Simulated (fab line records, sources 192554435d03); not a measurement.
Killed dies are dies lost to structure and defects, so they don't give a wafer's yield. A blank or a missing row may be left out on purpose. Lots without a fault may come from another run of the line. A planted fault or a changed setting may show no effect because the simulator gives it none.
Split-lot experiment | flow n5_finfet | 7 lots, 21 wafers read, on a route of 1938 steps

THE SPLIT
At N5_BEOL_M14_DEP_53 (deposits SiCN from 3MS/NH3, target thk 50 nm, time 17.8 s), the setting time_s was moved away from the recipe's 17.8 s on 6 of the 21 wafers read, by +5.3% to +14.7%. The other wafers ran this setting at the recipe's value.

The reading is taken at the split's own step.

THE READING
SiCN_of_BEOL_M14_DEP_53.thk_nm (the simulator's own value, which no gauge read), in nm, at N5_BEOL_M14_DEP_53 (deposits SiCN from 3MS/NH3, target thk 50 nm, time 17.8 s). The file gives no usual value for it. The 15 wafers here that ran the recipe average 50.0 nm, standard deviation 0.67 nm.

wafer  | tool, chamber at the split | time_s as run, s | against the recipe | SiCN_of_BEOL_M14_DEP_53.thk_nm, nm | against lot-mates on the recipe
L074.2 | pecvd-01, 0                | 17.8             | recipe             | 49                                 | -
L074.3 | pecvd-01, 0                | 17.8             | recipe             | 50.2                               | -
L074.4 | pecvd-01, 1                | 17.8             | recipe             | 50.6                               | -
L076.1 | pecvd-01, 1                | 17.8             | recipe             | 49.8                               | -
L076.2 | pecvd-01, 0                | 18.74            | +5.3%              | 51.8                               | +2.0
L076.4 | pecvd-01, 1                | 18.74            | +5.3%              | 53.2                               | +3.4
L081.1 | pecvd-02, 2                | 17.8             | recipe             | 50.4                               | -
L081.2 | pecvd-02, 0                | 17.8             | recipe             | 50.8                               | -
L081.4 | pecvd-02, 0                | 17.8             | recipe             | 51.2                               | -
L083.3 | pecvd-01, 2                | 17.8             | recipe             | 49.8                               | -
L083.4 | pecvd-01, 1                | 17.8             | recipe             | 50.6                               | -
L083.6 | pecvd-01, 0                | 17.8             | recipe             | 50.2                               | -
L086.2 | pecvd-03, 2                | 17.8             | recipe             | 49.8                               | -
L086.4 | pecvd-03, 2                | 20.42            | +14.7%             | 57.8                               | +8.0
L086.5 | pecvd-03, 2                | 20.42            | +14.7%             | 58                                 | +8.2
L088.1 | pecvd-01, 2                | 17.8             | recipe             | 50.4                               | -
L088.3 | pecvd-01, 0                | 18.98            | +6.6%              | 53.6                               | +3.2
L088.4 | pecvd-01, 0                | 18.98            | +6.6%              | 53.8                               | +3.4
L090.2 | pecvd-02, 1                | 17.8             | recipe             | 49.4                               | -
L090.3 | pecvd-02, 2                | 17.8             | recipe             | 48.6                               | -
L090.5 | pecvd-02, 2                | 17.8             | recipe             | 49.8                               | -

THE FIT
A straight line over all 21 wafers: SiCN_of_BEOL_M14_DEP_53.thk_nm changes by +0.532 nm for each +1% of time_s; r = +0.97; the points scatter about the line by 0.65 nm.
The same after taking each lot's own level away (the mean of its wafers on the recipe; 21 wafers): +0.541 nm for each +1%; r = +0.98; scatter 0.46 nm.
On that fit, the largest move of time_s shifts the reading by 8 nm.
The lots' own levels span 49.27 to 50.80 nm, that is 2.3 times the standard deviation above.
So the lot-to-lot level changes the slope little: the two slopes agree.
Check: with one of the wafers moved furthest among these (+14.7%) left out of the fit, the line predicts +7.9 nm for it against its lot-mates. It came out at +8 nm against them.

THE FILE'S OWN FIT
SiCN_of_BEOL_M14_DEP_53.thk_nm changes by +0.539 nm for each +1% of time_s, r = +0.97.
